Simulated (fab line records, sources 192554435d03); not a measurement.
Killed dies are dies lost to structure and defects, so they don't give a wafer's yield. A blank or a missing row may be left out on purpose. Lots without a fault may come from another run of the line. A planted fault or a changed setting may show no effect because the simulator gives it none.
A struck lot beside a sound one | flow n5_finfet | 37 steps out of a route of 1938
Sound: wafers L621.1, L621.3, L621.4. Struck: wafers L623.4, L623.6. (L623.2 of the same lot was not struck and is left out.) The cause comes at the end.
At each step with rows: each side's tool, then ch and its chambers, then its first start. Under that, the readings that differ: sound wafers | struck wafers | difference of the means | sigmas: that difference in standard deviations of wafers without a fault.
alike: readings whose means differ by less than 2 such deviations, and words and numbers that are the same on both sides. not compared: withheld readings, readings that some wafer has no value for, bounds like >300 that may hide the same value, and numbers for which the record gives no deviation and whose values overlap.
The two part at a step that has a row with sigmas, a row that says differs or no value, or rows on one side only. Numbers that don't overlap but have no deviation are shown without sigmas and don't part them. A reading that every wafer of one side lacks parts them only if that side has two wafers or more.

first, 9 steps without rows for these wafers: N5_BEOL_M4_ANNEAL_95 (time 240 s); N5_BEOL_M4_SPUTTER_96 (material Cu, target thk 4.5 nm, time 8.29 s); N5_BEOL_M4_ECD_50 (material Cu, target thk 300 nm); N5_BEOL_M4_ANNEAL_51 (time 90 s); N5_BEOL_M4_CMP_52 (polishes, stops on SiOC, t overpolish 6.8 s, target thk 40 nm); N5_BEOL_M4_PRE_CLEAN_60 (time 15 s); N5_BEOL_M4_CO_CAP_55 (material Co, precursor CCTBA/H2, target thk 2 nm, time 102.1 s); N5_BEOL_M4_PRE_CLEAN_56 (time 15 s); N5_BEOL_M4_DEP_57 (deposits SiCN from 3MS/NH3, target thk 8 nm, time 14 s).
N5_BEOL_M4_RC_MEAS_101:
  sound on prober-01 ch 0, day 9 20:49; struck on prober-01 ch 0, day 10 11:22
  alike: DIBL_N, DIBL_P, IOFF_N, IOFF_P, ION_N, ION_P, SS_N, SS_P, VT_N, VT_P
then, 24 steps without rows for these wafers: N5_BEOL_M5_ILD_DEP_00 (deposits SiCOH lowk from DEMS/porogen, target thk 140.64 nm, time 25.9 s); N5_BEOL_M5_CURE_79 (cures SiCOH lowk, time 240 s); N5_BEOL_M5_PECVD_70 (deposits SiO2 from TEOS/O2, target thk 16 nm, time 18 s); N5_BEOL_M5_HM_DEP_02 (deposits TiN, target thk 20 nm); N5_BEOL_M5_COAT_59 (time 60 s, resist thk 60 nm); N5_BEOL_M5_COAT_60 (time 60 s, resist thk 12 nm); N5_BEOL_M5_COAT_71 (time 60 s, resist thk 5 nm); N5_BEOL_M5_COAT_05 (resist thk 30 nm); N5_BEOL_M5_EBR_07; N5_BEOL_M5_SOFTBAKE_06 (time 60 s); N5_BEOL_M5_EXPOSE_08 (exposes mask M5, target cd 28 nm); N5_BEOL_M5_PEB_09 (peb time 60 s); N5_BEOL_M5_DEVELOP_10 (develop time 30 s); N5_BEOL_M5_DESCUM_16 (chemistry O2, time 7 s); N5_BEOL_M5_ETCH_72 (etches underlayer in N2/H2, target depth 6.5 nm, time 5.2 s); N5_BEOL_M5_ETCH_61 (etches SiARC in CF4, target depth 15.6 nm, time 26 s); N5_BEOL_M5_ETCH_62 (etches SOC in N2/H2, target depth 75 nm, overetch 15 nm, time 112.5 s); N5_BEOL_M5_STRIP_63 (strips in N2/H2); N5_BEOL_M5_STRIP_73 (strips in N2/H2); N5_BEOL_M5_STRIP_64 (strips in CF4); N5_BEOL_M5_HM_OPEN_17 (chemistry Cl2/BCl3, target TiN, target depth 20 nm, overetch 6 nm); N5_BEOL_M5_STRIP_19 (strips in O2); N5_BEOL_M5_COAT_65 (time 60 s, resist thk 60 nm); N5_BEOL_M5_COAT_66 (time 60 s, resist thk 12 nm).
-- the record jumps here: 2 days lie between the struck wafers' starts before and after (it left off in module BEOL_M5 and takes up again in module BEOL_M12, whose first step shown is number 1628 of the route) --
N5_BEOL_M12_EXPOSE_25: exposes mask M12.
  sound on krf_scanner-02 ch 0, day 12 13:16; struck on krf_scanner-02 ch 0, day 12 20:43
  alike: mask
N5_BEOL_M12_CD_MEAS_28: target cd 160.2 nm.
  sound on cd_sem-03 ch 0, day 12 13:27; struck on cd_sem-02 ch 0, day 12 20:53
  reading    | sound             | struck      | difference | sigmas
  cd_nm (nm) | 161.1 160.5 160.1 | 193.8 194.1 | +33.4      | +30
N5_PASSIVATION_PROBE_49:
  the record has rows for the struck wafers here (prober-01, day 14 08:30) and none for the sound ones

WHERE THEY PART
First at N5_BEOL_M12_CD_MEAS_28; last, within this record, at N5_PASSIVATION_PROBE_49.

WHY: what the simulator had put in
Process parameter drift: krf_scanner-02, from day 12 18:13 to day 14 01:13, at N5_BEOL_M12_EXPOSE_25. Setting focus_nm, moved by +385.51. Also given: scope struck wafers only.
